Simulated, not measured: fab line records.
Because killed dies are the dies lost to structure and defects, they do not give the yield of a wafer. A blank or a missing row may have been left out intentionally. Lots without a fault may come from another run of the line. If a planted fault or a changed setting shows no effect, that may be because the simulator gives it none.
The tool behind it: which one? -- flow nand-harc -- 72 wafers from 24 lots sampled at 6 of the route's 1159 steps

## WHAT EACH GAUGE READ, for each wafer
The record lacks any reading of a measuring or inspecting step that a usual standard deviation could be used to judge.

## TOOL THAT RAN EACH LOT (tool first, then ch and the chambers of the sampled wafers, then the start)
lot,NHARC_A_CONTACT_DESCUM_47,NHARC_A_CONTACT_ETCH_90,NHARC_A_CONTACT_ETCH_133,NHARC_A_BLC_CMP_25,NHARC_A_M0_DEP_32,NHARC_A_M1_DESCUM_14
L074,"rie-diel-03 ch 0,1,3, day 16 15:39","rie-diel-03 ch 0,3, day 16 18:43","har-cap-etch-03 ch 0,1, day 17 03:17","cmp-03 ch 0,1,2, day 17 21:00","pecvd-02 ch 0,1,2, day 18 01:29","rie-diel-12 ch 1,2,3, day 18 02:41"
L078,"rie-diel-03 ch 0,2,3, day 16 17:38","rie-diel-03 ch 0,3, day 16 20:43","har-cap-etch-01 ch 0,1, day 17 03:55","cmp-03 ch 0,3, day 17 22:50","pecvd-01 ch 0,1, day 18 03:01","rie-diel-12 ch 0,1,3, day 18 04:19"
L075,"rie-diel-03 ch 0,1, day 16 21:47","rie-diel-03 ch 0,1,3, day 17 00:53","har-cap-etch-02 ch 0,1, day 17 07:25","cmp-03 ch 0,1,3, day 17 23:32","pecvd-02 ch 0,1, day 18 03:37","rie-diel-01 ch 0,2,3, day 18 04:56"
L076,"rie-diel-11 ch 0,1,3, day 17 04:17","rie-diel-11 ch 0,3, day 17 07:28","har-cap-etch-03 ch 0,1, day 17 14:07","cmp-03 ch 0,3, day 18 02:13","pecvd-04 ch 1,2, day 18 06:40","rie-diel-07 ch 0,1,3, day 18 08:01"
L077,"rie-diel-11 ch 0,1,2, day 17 12:43","rie-diel-04 ch 1,3, day 17 15:44","har-cap-etch-01 ch 0,1, day 17 22:16","cmp-04 ch 1,2,3, day 18 18:40","pecvd-04 ch 0,2, day 18 22:53","rie-diel-01 ch 0,3, day 19 00:19"
L079,"rie-diel-03 ch 1,2, day 17 18:04","rie-diel-11 ch 2,3, day 17 21:10","har-cap-etch-03 ch 0,1, day 18 03:19","cmp-03 ch 0,1,3, day 18 19:45","pecvd-02 ch 1,2, day 18 23:58","rie-diel-07 ch 1,3, day 19 01:25"
L081,"rie-diel-04 ch 1,2,3, day 17 23:29","rie-diel-11 ch 1,3, day 18 02:38","har-cap-etch-01 ch 0,1, day 18 11:26","cmp-03 ch 1,2,3, day 19 00:10","pecvd-02 ch 1,2, day 19 04:18","rie-diel-01 ch 0,1, day 19 05:51"
L080,"rie-diel-03 ch 0,2,3, day 18 06:14","rie-diel-04 ch 1,2,3, day 18 09:32","har-cap-etch-02 ch 0,1, day 18 16:45","cmp-01 ch 0,2,3, day 19 08:16","pecvd-02 ch 0,1,2, day 19 12:24","rie-diel-01 ch 0,1,3, day 19 13:41"
L082,"rie-diel-11 ch 0,1,2, day 18 14:13","rie-diel-03 ch 0,1,2, day 18 17:16","har-cap-etch-03 ch 0,1, day 19 03:53","cmp-01 ch 0,1,3, day 20 03:10","pecvd-04 ch 0,2, day 20 07:37","rie-diel-12 ch 1,2,3, day 20 08:56"
L084,"rie-diel-03 ch 2,3, day 18 20:08","rie-diel-03 ch 0,1,3, day 18 23:11","har-cap-etch-02 ch 0,1, day 19 06:20","cmp-03 ch 1,3, day 20 06:00","pecvd-04 ch 0,2, day 20 10:10","rie-diel-12 ch 1,2, day 20 11:37"
L083,"rie-diel-04 ch 2,3, day 18 20:26","rie-diel-03 ch 0,1, day 18 23:32","har-cap-etch-01 ch 0,1, day 19 07:07","cmp-04 ch 0,1,2, day 20 06:28","pecvd-04 ch 0,2, day 20 10:40","rie-diel-01 ch 1,2,3, day 20 12:02"
L088,"rie-diel-03 ch 0,2,3, day 20 01:23","rie-diel-11 ch 0,3, day 20 04:27","har-cap-etch-03 ch 0,1, day 20 10:53","cmp-03 ch 0,3, day 21 08:54","pecvd-04 ch 0,1,2, day 21 13:11","rie-diel-12 ch 0,1,3, day 21 14:32"
L086,"rie-diel-04 ch 0,2,3, day 20 02:14","rie-diel-03 ch 0,1,3, day 20 05:20","har-cap-etch-02 ch 0,1, day 20 11:32","cmp-04 ch 0,2,3, day 21 17:52","pecvd-01 ch 0,1,2, day 21 21:59","rie-diel-12 ch 0,2,3, day 21 23:17"
L087,"rie-diel-11 ch 0,1,3, day 20 05:42","rie-diel-03 ch 1,2,3, day 20 09:13","har-cap-etch-03 ch 0,1, day 20 17:44","cmp-01 ch 0,2,3, day 21 18:22","pecvd-02 ch 0,1,2, day 21 22:33","rie-diel-12 ch 1,2,3, day 21 23:46"
L085,"rie-diel-03 ch 0,1, day 20 14:31","rie-diel-03 ch 0,3, day 20 17:47","har-cap-etch-03 ch 0,1, day 21 01:15","cmp-03 ch 1,2,3, day 21 23:22","pecvd-01 ch 0,1,2, day 22 03:34","rie-diel-01 ch 0,1,2, day 22 04:54"
L090,"rie-diel-11 ch 1,2, day 20 15:43","rie-diel-11 ch 0,3, day 20 19:38","har-cap-etch-01 ch 0,1, day 21 04:29","cmp-04 ch 1,2,3, day 22 00:01","pecvd-01 ch 0,1, day 22 04:07","rie-diel-12 ch 0,2, day 22 05:31"
L093,"rie-diel-03 ch 1,2,3, day 20 17:52","rie-diel-03 ch 0,2,3, day 20 21:28","har-cap-etch-01 ch 0,1, day 21 08:02","cmp-01 ch 0,1,3, day 22 02:03","pecvd-01 ch 1,2, day 22 06:16","rie-diel-07 ch 0,1,3, day 22 07:40"
L091,"rie-diel-03 ch 0,2,3, day 21 02:46","rie-diel-03 ch 0,3, day 21 06:05","har-cap-etch-03 ch 1, day 21 17:13","cmp-01 ch 0,1,3, day 22 07:17","pecvd-01 ch 1, day 22 11:33","rie-diel-12 ch 1,2, day 22 13:04"
L095,"rie-diel-11 ch 1,3, day 21 04:55","rie-diel-11 ch 1,2,3, day 21 08:05","har-cap-etch-01 ch 1, day 21 18:35","cmp-01 ch 0,3, day 22 09:34","pecvd-04 ch 0,1,2, day 22 13:45","rie-diel-12 ch 0,1, day 22 15:01"
L092,"rie-diel-03 ch 0,3, day 21 10:54","rie-diel-03 ch 2,3, day 21 14:00","har-cap-etch-02 ch 0,1, day 22 00:20","cmp-04 ch 0,2,3, day 22 19:23","pecvd-01 ch 0,1,2, day 22 23:42","rie-diel-12 ch 0,1,3, day 23 01:10"
L089,"rie-diel-11 ch 0,2,3, day 21 11:04","rie-diel-11 ch 0,2, day 21 14:11","har-cap-etch-01 ch 0,1, day 22 01:43","cmp-03 ch 0,1, day 22 19:47","pecvd-04 ch 0,2, day 22 23:56","rie-diel-01 ch 1,3, day 23 01:23"
L094,"rie-diel-04 ch 0,1,2, day 21 16:14","rie-diel-11 ch 0,3, day 21 19:16","har-cap-etch-01 ch 0,1, day 22 05:21","cmp-01 ch 1,3, day 22 22:40","pecvd-04 ch 0,1, day 23 02:54","rie-diel-01 ch 1,2,3, day 23 04:16"
L097,"rie-diel-03 ch 1,2,3, day 21 21:34","rie-diel-11 ch 0,1, day 22 00:37","har-cap-etch-01 ch 0,1, day 22 09:56","cmp-01 ch 1,2,3, day 23 03:27","pecvd-04 ch 0,1, day 23 08:11","rie-diel-01 ch 0,3, day 23 09:30"
L096,"rie-diel-04 ch 0,2, day 22 01:19","rie-diel-11 ch 1,3, day 22 04:26","har-cap-etch-03 ch 0,1, day 22 11:45","cmp-04 ch 1,3, day 23 03:35","pecvd-02 ch 0,1,2, day 23 08:29","rie-diel-07 ch 0,2, day 23 09:47"
- NHARC_A_CONTACT_DESCUM_47: chemistry O2, time 3 s.
- NHARC_A_CONTACT_ETCH_90: etches the open film in CH3F/O2, target depth 40 nm, time 85.7 s.
- NHARC_A_CONTACT_ETCH_133: etches the open film in C4F8/O2/Ar, time 195 s, target depth 840 nm.
- NHARC_A_BLC_CMP_25: polishes, t overpolish 30 s, target thk 150 nm.
- NHARC_A_M0_DEP_32: deposits SiCN, target thk 30 nm.
- NHARC_A_M1_DESCUM_14: chemistry O2, time 3 s.

## WHAT THE TOOLS THEMSELVES READ (means of the sampled wafers that have a number; where no wafer has one, the mark that the record gives instead)
NHARC_A_CONTACT_DESCUM_47. Usual: drypump-motor-current-A 5.7 A, standard deviation 0.38; oes-product-au 1.002 a.u., standard deviation 0.0077; rf-vpp-V 57.9 V, standard deviation 0.88; showerhead-plenum-p-Torr 1.93 Torr, standard deviation 0.074; throttle-valve-pct 11.312 %, standard deviation 0.0086.
lot,tool,drypump-motor-current-A (A),oes-product-au (a.u.),rf-vpp-V (V),showerhead-plenum-p-Torr (Torr),throttle-valve-pct (%),flag
L074,rie-diel-03,5.8,1.008,57.4,1.94,11.318,
L078,rie-diel-03,5.7,0.999,58.0,1.92,11.306,
L075,rie-diel-03,5.5,1.004,58.1,1.96,11.306,
L076,rie-diel-11,5.6,1.003,58.0,1.93,11.318,
L077,rie-diel-11,5.6,0.997,57.7,1.96,11.308,
L079,rie-diel-03,5.5,0.996,58.2,2.02,11.311,
L081,rie-diel-04,5.6,1.008,58.1,1.88,11.310,
L080,rie-diel-03,5.7,1.001,58.1,1.92,11.317,
L082,rie-diel-11,5.7,1.009,58.0,1.95,11.313,
L084,rie-diel-03,5.7,0.993,59.0,1.98,11.311,
L083,rie-diel-04,6.0,1.006,57.8,1.89,11.306,
L088,rie-diel-03,5.7,0.995,56.2,1.92,11.311,
L086,rie-diel-04,5.9,1.004,58.9,1.90,11.305,
L087,rie-diel-11,5.6,1.003,57.3,1.92,11.324,
L085,rie-diel-03,5.5,0.999,57.4,1.96,11.322,
L090,rie-diel-11,5.7,1.009,58.2,1.97,11.309,
L093,rie-diel-03,5.8,0.997,58.0,2.00,11.319,
L091,rie-diel-03,5.7,1.001,57.7,1.91,11.309,
L095,rie-diel-11,5.8,1.008,58.1,1.94,11.318,
L092,rie-diel-03,5.7,0.992,57.7,1.85,11.312,
L089,rie-diel-11,5.7,1.002,58.4,1.95,11.307,
L094,rie-diel-04,5.5,1.006,57.2,1.88,11.305,
L097,rie-diel-03,5.8,0.997,58.0,1.99,11.297,
L096,rie-diel-04,5.7,1.004,57.5,1.87,11.316,

NHARC_A_CONTACT_ETCH_90. Usual: drypump-motor-current-A 5.7 A, standard deviation 0.38; oes-product-au 0.95 a.u., standard deviation 0.031; rf-vpp-V 244.9 V, standard deviation 1.5; showerhead-plenum-p-Torr 2.49 Torr, standard deviation 0.092; throttle-valve-pct 20.663 %, standard deviation 0.0092.
lot,tool,drypump-motor-current-A (A),oes-product-au (a.u.),rf-vpp-V (V),showerhead-plenum-p-Torr (Torr),throttle-valve-pct (%),flag
L074,rie-diel-03,5.7,0.93,243.4,2.39,20.658,
L078,rie-diel-03,6.0,0.93,243.1,2.47,20.665,
L075,rie-diel-03,5.8,0.93,244.8,2.49,20.662,
L076,rie-diel-11,5.7,0.93,244.7,2.49,20.665,
L077,rie-diel-04,5.8,0.93,244.6,2.44,20.664,
L079,rie-diel-11,6.0,1.01,245.4,2.54,20.664,
L081,rie-diel-11,5.6,0.99,245.7,2.50,20.668,
L080,rie-diel-04,5.6,0.93,244.4,2.42,20.664,
L082,rie-diel-03,5.4,0.99,245.0,2.49,20.658,
L084,rie-diel-03,5.8,0.95,245.0,2.49,20.671,
L083,rie-diel-03,5.5,1.00,245.4,2.51,20.668,
L088,rie-diel-11,5.7,0.93,244.9,2.48,20.669,
L086,rie-diel-03,5.7,1.00,244.8,2.48,20.666,
L087,rie-diel-03,5.8,1.00,245.9,2.56,20.665,
L085,rie-diel-03,6.0,0.93,245.0,2.46,20.666,
L090,rie-diel-11,5.7,0.93,244.6,2.48,20.661,
L093,rie-diel-03,5.7,0.93,245.1,2.46,20.667,
L091,rie-diel-03,5.7,0.92,243.1,2.38,20.660,
L095,rie-diel-11,5.8,0.93,245.2,2.53,20.657,
L092,rie-diel-03,5.7,0.93,245.5,2.54,20.661,
L089,rie-diel-11,5.8,0.94,245.2,2.54,20.662,
L094,rie-diel-11,5.7,0.93,244.5,2.47,20.652,
L097,rie-diel-11,5.4,0.93,244.2,2.46,20.659,
L096,rie-diel-11,5.8,0.93,244.1,2.49,20.660,

NHARC_A_BLC_CMP_25. Usual: motor-current-A 12.2 A, standard deviation 1.3; overpolish-run-s 30.000 s, standard deviation 0.0088; slurry-filter-dp-kPa 13.52 kPa, standard deviation 0.14; time-to-endpoint-s 29.6 s, standard deviation 1.9.
lot,tool,motor-current-A (A),overpolish-run-s (s),slurry-filter-dp-kPa (kPa),time-to-endpoint-s (s),flag
L074,cmp-03,12.5,29.991,13.57,32.0,
L078,cmp-03,13.7,30.003,13.43,31.3,
L075,cmp-03,13.6,29.999,13.48,31.3,
L076,cmp-03,14.0,30.000,13.56,30.7,
L077,cmp-04,12.0,29.993,13.47,32.0,
L079,cmp-03,13.7,30.003,13.44,28.2,
L081,cmp-03,13.0,30.000,13.49,28.9,
L080,cmp-01,11.3,30.000,13.55,26.4,
L082,cmp-01,11.5,30.003,13.57,28.5,
L084,cmp-03,13.7,30.000,13.67,30.0,
L083,cmp-04,11.4,30.009,13.59,29.1,
L088,cmp-03,13.8,30.003,13.40,28.0,
L086,cmp-04,11.9,30.003,13.49,27.8,
L087,cmp-01,11.2,30.004,13.49,30.8,
L085,cmp-03,13.4,29.997,13.42,29.9,
L090,cmp-04,12.0,30.000,13.55,30.7,
L093,cmp-01,11.3,30.001,13.53,28.7,
L091,cmp-01,11.4,30.011,13.52,28.2,
L095,cmp-01,10.9,29.993,13.56,29.6,
L092,cmp-04,11.6,30.002,13.39,28.5,
L089,cmp-03,12.9,29.999,13.52,30.5,
L094,cmp-01,12.2,29.995,13.49,26.7,
L097,cmp-01,12.2,29.998,13.69,29.6,
L096,cmp-04,12.0,30.006,13.64,33.0,

NHARC_A_M0_DEP_32. Usual: 632 W for heater-power-w, sd 100.
lot,tool,heater-power-w (W),flag
L074,pecvd-02,587,
L078,pecvd-01,770,
L075,pecvd-02,549,
L076,pecvd-04,642,
L077,pecvd-04,622,
L079,pecvd-02,597,
L081,pecvd-02,686,
L080,pecvd-02,600,
L082,pecvd-04,579,
L084,pecvd-04,648,
L083,pecvd-04,591,
L088,pecvd-04,610,
L086,pecvd-01,674,
L087,pecvd-02,597,
L085,pecvd-01,633,
L090,pecvd-01,783,
L093,pecvd-01,676,
L091,pecvd-01,783,
L095,pecvd-04,643,
L092,pecvd-01,699,
L089,pecvd-04,562,
L094,pecvd-04,675,
L097,pecvd-04,681,
L096,pecvd-02,571,

NHARC_A_M1_DESCUM_14. Usual: drypump-motor-current-A 5.8 A, standard deviation 0.43; oes-product-au 0.999 a.u., standard deviation 0.0065; rf-vpp-V 58.0 V, standard deviation 0.9; showerhead-plenum-p-Torr 1.92 Torr, standard deviation 0.081; throttle-valve-pct 11.312 %, standard deviation 0.01.
lot,tool,drypump-motor-current-A (A),oes-product-au (a.u.),rf-vpp-V (V),showerhead-plenum-p-Torr (Torr),throttle-valve-pct (%),flag
L074,rie-diel-12,6.1,0.992,57.4,1.84,11.308,
L078,rie-diel-12,5.9,1.000,57.4,1.83,11.308,
L075,rie-diel-01,5.4,1.002,57.9,2.01,11.314,
L076,rie-diel-07,6.1,1.003,58.7,1.91,11.312,
L077,rie-diel-01,5.4,1.001,57.9,1.97,11.306,
L079,rie-diel-07,5.9,1.009,57.6,1.91,11.313,
L081,rie-diel-01,5.5,1.000,58.1,2.00,11.306,
L080,rie-diel-01,5.4,0.998,57.9,1.97,11.315,
L082,rie-diel-12,6.1,1.005,57.3,1.84,11.314,
L084,rie-diel-12,6.2,0.996,58.0,1.88,11.318,
L083,rie-diel-01,5.4,1.006,59.0,1.97,11.317,
L088,rie-diel-12,5.9,1.003,57.2,1.83,11.303,
L086,rie-diel-12,6.2,1.001,57.3,1.86,11.315,
L087,rie-diel-12,6.1,0.993,58.1,1.84,11.308,
L085,rie-diel-01,5.4,0.999,59.1,2.01,11.305,
L090,rie-diel-12,6.2,0.997,58.4,1.90,11.304,
L093,rie-diel-07,6.1,1.004,58.0,1.90,11.304,
L091,rie-diel-12,6.2,0.996,58.1,1.88,11.325,
L095,rie-diel-12,5.7,0.998,57.5,1.84,11.316,
L092,rie-diel-12,5.9,1.004,57.6,1.83,11.324,
L089,rie-diel-01,5.4,1.004,56.2,1.92,11.311,
L094,rie-diel-01,5.4,0.999,58.4,1.97,11.301,
L097,rie-diel-01,5.5,0.995,57.3,2.00,11.316,
L096,rie-diel-07,5.8,1.004,58.6,1.95,11.304,

## THE ANSWER, worked out from the rows above alone
Rule: lot off if the mean of its wafers having a number is beyond 3 standard deviations from the usual mean. Also off: a lot with no number at a reading for which 4 or more lots have one. The other lots that the step has rows for count as sound. First the gauges in route order, then the tools' own readings, where a lot's mean is used as printed above. The first step at which some lot is off is used, and at that step the reading that is off furthest; a lot without a number counts as furthest.
Across all readings shown, no lot is off: no conclusion can be drawn from this.

## WHAT WAS PUT IN BY THE SIMULATOR
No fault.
